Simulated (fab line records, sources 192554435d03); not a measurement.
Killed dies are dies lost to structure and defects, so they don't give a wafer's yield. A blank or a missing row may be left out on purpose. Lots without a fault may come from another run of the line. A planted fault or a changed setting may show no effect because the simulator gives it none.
A struck lot beside a sound one | flow n5_finfet | 36 steps out of a route of 1938
Sound: wafers L311.2, L311.3, L311.4. Struck: wafers L304.2, L304.4, L304.5. The cause comes at the end.
At each step with rows: each side's tool, then ch and its chambers, then its first start. Under that, the readings that differ: sound wafers | struck wafers | difference of the means | sigmas: that difference in standard deviations of wafers without a fault.
alike: readings whose means differ by less than 2 such deviations, and words and numbers that are the same on both sides. not compared: withheld readings, readings that some wafer has no value for, bounds like >300 that may hide the same value, and numbers for which the record gives no deviation and whose values overlap.
The two part at a step that has a row with sigmas, a row that says differs or no value, or rows on one side only. Numbers that don't overlap but have no deviation are shown without sigmas and don't part them. A reading that every wafer of one side lacks parts them only if that side has two wafers or more.

first, 9 steps without rows for these wafers: N5_BEOL_M4_ANNEAL_95 (time 240 s); N5_BEOL_M4_SPUTTER_96 (material Cu, target thk 4.5 nm, time 8.29 s); N5_BEOL_M4_ECD_50 (material Cu, target thk 300 nm); N5_BEOL_M4_ANNEAL_51 (time 90 s); N5_BEOL_M4_CMP_52 (polishes, stops on SiOC, t overpolish 6.8 s, target thk 40 nm); N5_BEOL_M4_PRE_CLEAN_60 (time 15 s); N5_BEOL_M4_CO_CAP_55 (material Co, precursor CCTBA/H2, target thk 2 nm, time 102.1 s); N5_BEOL_M4_PRE_CLEAN_56 (time 15 s); N5_BEOL_M4_DEP_57 (deposits SiCN from 3MS/NH3, target thk 8 nm, time 14 s).
N5_BEOL_M4_RC_MEAS_101:
  sound on prober-02 ch 0, day 12 23:08; struck on prober-01 ch 0, day 11 10:16
  reading   | sound                | struck               | difference | sigmas
  VT_P (mV) | -252.0 -250.0 -258.8 | -247.1 -247.1 -248.3 | +6.1       | +2
  alike: DIBL_N, DIBL_P, IOFF_N, IOFF_P, ION_N, ION_P, SS_N, SS_P, VT_N
then, 24 steps without rows for these wafers: N5_BEOL_M5_ILD_DEP_00 (deposits SiCOH lowk from DEMS/porogen, target thk 140.64 nm, time 25.9 s); N5_BEOL_M5_CURE_79 (cures SiCOH lowk, time 240 s); N5_BEOL_M5_PECVD_70 (deposits SiO2 from TEOS/O2, target thk 16 nm, time 18 s); N5_BEOL_M5_HM_DEP_02 (deposits TiN, target thk 20 nm); N5_BEOL_M5_COAT_59 (time 60 s, resist thk 60 nm); N5_BEOL_M5_COAT_60 (time 60 s, resist thk 12 nm); N5_BEOL_M5_COAT_71 (time 60 s, resist thk 5 nm); N5_BEOL_M5_COAT_05 (resist thk 30 nm); N5_BEOL_M5_EBR_07; N5_BEOL_M5_SOFTBAKE_06 (time 60 s); N5_BEOL_M5_EXPOSE_08 (exposes mask M5, target cd 28 nm); N5_BEOL_M5_PEB_09 (peb time 60 s); N5_BEOL_M5_DEVELOP_10 (develop time 30 s); N5_BEOL_M5_DESCUM_16 (chemistry O2, time 7 s); N5_BEOL_M5_ETCH_72 (etches underlayer in N2/H2, target depth 6.5 nm, time 5.2 s); N5_BEOL_M5_ETCH_61 (etches SiARC in CF4, target depth 15.6 nm, time 26 s); N5_BEOL_M5_ETCH_62 (etches SOC in N2/H2, target depth 75 nm, overetch 15 nm, time 112.5 s); N5_BEOL_M5_STRIP_63 (strips in N2/H2); N5_BEOL_M5_STRIP_73 (strips in N2/H2); N5_BEOL_M5_STRIP_64 (strips in CF4); N5_BEOL_M5_HM_OPEN_17 (chemistry Cl2/BCl3, target TiN, target depth 20 nm, overetch 6 nm); N5_BEOL_M5_STRIP_19 (strips in O2); N5_BEOL_M5_COAT_65 (time 60 s, resist thk 60 nm); N5_BEOL_M5_COAT_66 (time 60 s, resist thk 12 nm).
-- the record jumps here: 3 days lie between the struck wafers' starts before and after (it left off in module BEOL_M5 and takes up again in module BEOL_M13, whose first step shown is number 1713 of the route) --
N5_BEOL_M13_DEP_53: deposits SiCN from 3MS/NH3, target thk 50 nm, time 17.8 s.
  sound on pecvd-04 ch 1,2, day 16 10:56; struck on pecvd-01 ch 0,2, day 14 08:16
  no value came back on the struck wafers for chamber_pressure_Torr (Torr), rf_fwd_power_W (W), showerhead_plenum_p_Torr (Torr), throttle_valve_pct (%); on the sound wafers chamber_pressure_Torr (Torr) reads 3.002 2.991 3.002
N5_PASSIVATION_PROBE_49:
  sound on prober-02, day 17 12:36; struck on prober-02, day 15 17:10
  reading                  | sound          | struck         | difference | sigmas
  defect_limited_yield (%) | 91.8 90.2 91.9 | 0 0 0          | -91        | -65
  killed_at_M4_up          | 14 25 21       | 1067 1074 1083 | +1055      | +99 or more
  killed_dies              | 97 116 95      | 1180 1180 1180 | +1077      | +63
  killed_on_rim            | 16 21 12       | 152 152 152    | +136       | +39
  sort_bin_5_function (%)  | 4.3 5.4 4.8    | 96.7 97.2 96.8 | +92.1      | +99 or more
  sort_n_pass              | 1083 1064 1085 | 0 0 0          | -1077      | -63
  sort_yield_pct (%)       | 91.8 90.2 91.9 | 0 0 0          | -91        | -65
  alike: killed_at_M0_to_M3, killed_at_contacts, killed_at_front_end, killed_at_other, killed_open, killed_short, sort_bin_6_memory

WHERE THEY PART
First at N5_BEOL_M4_RC_MEAS_101; last, within this record, at N5_PASSIVATION_PROBE_49.

WHY: what the simulator had put in
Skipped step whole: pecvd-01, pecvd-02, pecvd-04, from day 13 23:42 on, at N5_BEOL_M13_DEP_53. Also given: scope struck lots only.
